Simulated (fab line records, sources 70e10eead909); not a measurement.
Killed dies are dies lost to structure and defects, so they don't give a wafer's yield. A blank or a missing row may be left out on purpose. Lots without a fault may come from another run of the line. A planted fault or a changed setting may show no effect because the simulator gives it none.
Chamber matching | flow nand_harc | NHARC_A_CHANNEL_FILL_D1_ETCHBACK_20 on rie_diel-11: 4 sister chambers
The step etches the open film in C4F8/O2/Ar, target depth 27 nm, time 13.5 s. 8 wafers are shown with their chamber, then 9 later ones without.

WAFERS WITH THEIR CHAMBER
wafer  | chamber | rf_vpp_V (V) | oes_product_au (a.u.)
L342.5 | 2       | 982          | 1.01
L344.2 | 2       | 982          | 0.99
L345.1 | 0       | 970          | 1.00
L345.3 | 3       | 984          | 0.99
L345.4 | 1       | 977          | 0.98
L346.2 | 0       | 970          | 0.93
L346.3 | 1       | 976          | 0.94
L346.6 | 3       | 985          | 0.92

WAFERS WITHOUT THEIR CHAMBER
wafer  | rf_vpp_V (V) | oes_product_au (a.u.)
L349.1 | 983          | 0.93
L349.3 | 985          | 0.93
L349.4 | 970          | 0.92
L350.2 | 976          | 0.92
L350.4 | 969          | 0.94
L350.5 | 977          | 0.91
L351.2 | 976          | 0.92
L351.4 | 981          | 0.93
L351.6 | 976          | 0.92

WHICH CHAMBER EACH WENT THROUGH
wafer  | from the rows above     | in truth
L349.1 | can't be placed: 2 or 3 | 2
L349.3 | 3                       | 3
L349.4 | 0                       | 0
L350.2 | 1                       | 1
L350.4 | 0                       | 0
L350.5 | 1                       | 1
L351.2 | 1                       | 1
L351.4 | 2                       | 2
L351.6 | 1                       | 1
Placed correctly: 8 of 9. Can't be placed from these rows: 1 (the true chamber is among the candidates in 1). Placed wrongly: 0.
How it was worked out, from the rows above alone: a wafer's distance from a chamber is the root of the sum, over the readings, of the square of ((its reading less the chamber's mean) divided by the reading's scatter). The wafer belongs to the nearest chamber; if the next one is less than 2 further off, it can't be placed. A chamber's mean is the mean of its shown wafers. The scatter: the root of (the sum of the squares of (reading less its chamber's mean) over the shown wafers, divided by (wafers less chambers)).
